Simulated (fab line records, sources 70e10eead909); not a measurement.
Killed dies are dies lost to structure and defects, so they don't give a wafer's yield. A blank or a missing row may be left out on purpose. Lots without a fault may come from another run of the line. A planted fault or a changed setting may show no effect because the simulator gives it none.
Chamber matching | flow nand_harc | NHARC_A_SGD_CUT_DESCUM_14 on rie_diel-09: 4 sister chambers
The step chemistry O2, time 3 s. 18 wafers are shown with their chamber, then 9 later ones without.

WAFERS WITH THEIR CHAMBER
wafer  | chamber | drypump_motor_current_A (A) | throttle_valve_pct (%) | oes_product_au (a.u.)
L074.2 | 0       | 5.9                         | 11.307                 | 0.990
L074.4 | 2       | 6.0                         | 11.319                 | 1.017
L074.5 | 3       | 5.7                         | 11.308                 | 0.994
L076.2 | 0       | 6.0                         | 11.317                 | 0.998
L076.4 | 3       | 5.7                         | 11.310                 | 0.992
L076.5 | 0       | 6.0                         | 11.302                 | 0.999
L081.2 | 0       | 6.0                         | 11.320                 | 0.984
L081.3 | 2       | 5.9                         | 11.305                 | 0.990
L081.6 | 2       | 6.0                         | 11.321                 | 0.998
L080.3 | 2       | 6.0                         | 11.296                 | 0.996
L080.4 | 3       | 5.8                         | 11.319                 | 0.980
L080.5 | 3       | 5.8                         | 11.313                 | 0.981
L083.1 | 1       | 5.3                         | 11.333                 | 0.997
L083.3 | 2       | 6.0                         | 11.297                 | 0.994
L083.5 | 1       | 5.3                         | 11.323                 | 0.991
L087.2 | 3       | 5.7                         | 11.310                 | 0.992
L087.5 | 2       | 6.0                         | 11.286                 | 0.989
L087.6 | 1       | 5.3                         | 11.318                 | 0.988

SIGNATURES (means of the wafers above)
reading                 | chamber 0 | chamber 1 | chamber 2 | chamber 3 | scatter within a chamber
drypump_motor_current_A | 5.975     | 5.300     | 5.983     | 5.740     | 0.0446
throttle_valve_pct      | 11.31150  | 11.32467  | 11.30400  | 11.31200  | 0.00984
oes_product_au          | 0.99275   | 0.99200   | 0.99733   | 0.98780   | 0.008
Rule: a wafer's distance from a chamber is the root of the sum, over the readings, of the square of ((its reading less the chamber's mean) divided by the reading's scatter). The wafer belongs to the nearest chamber; if the next one is less than 2 further off, it can't be placed. The scatter: the root of (the sum of the squares of (reading less its chamber's mean) over the shown wafers, divided by (wafers less chambers)).

WAFERS WITHOUT THEIR CHAMBER
wafer  | drypump_motor_current_A (A) | throttle_valve_pct (%) | oes_product_au (a.u.)
L089.1 | 5.8                         | 11.305                 | 0.990
L089.2 | 6.0                         | 11.310                 | 1.000
L089.4 | 6.0                         | 11.317                 | 0.998
L094.1 | 5.9                         | 11.322                 | 1.004
L094.5 | 5.9                         | 11.326                 | 1.009
L094.6 | 5.3                         | 11.308                 | 1.004
L091.1 | 6.0                         | 11.321                 | 0.998
L091.2 | 5.8                         | 11.323                 | 0.998
L091.5 | 5.8                         | 11.312                 | 0.987

WHICH CHAMBER EACH WENT THROUGH
wafer  | from the rows above          | in truth
L089.1 | 3                            | 3
L089.2 | can't be placed: 2 or 0      | 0
L089.4 | can't be placed: 0 or 2      | 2
L094.1 | can't be placed: 0 or 2 or 3 | 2
L094.5 | can't be placed: 0 or 2 or 3 | 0
L094.6 | 1                            | 1
L091.1 | can't be placed: 0 or 2      | 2
L091.2 | can't be placed: 3 or 0      | 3
L091.5 | 3                            | 3
Placed correctly: 3 of 9. Can't be placed from these rows: 6 (the true chamber is among the candidates in 6). Placed wrongly: 0.
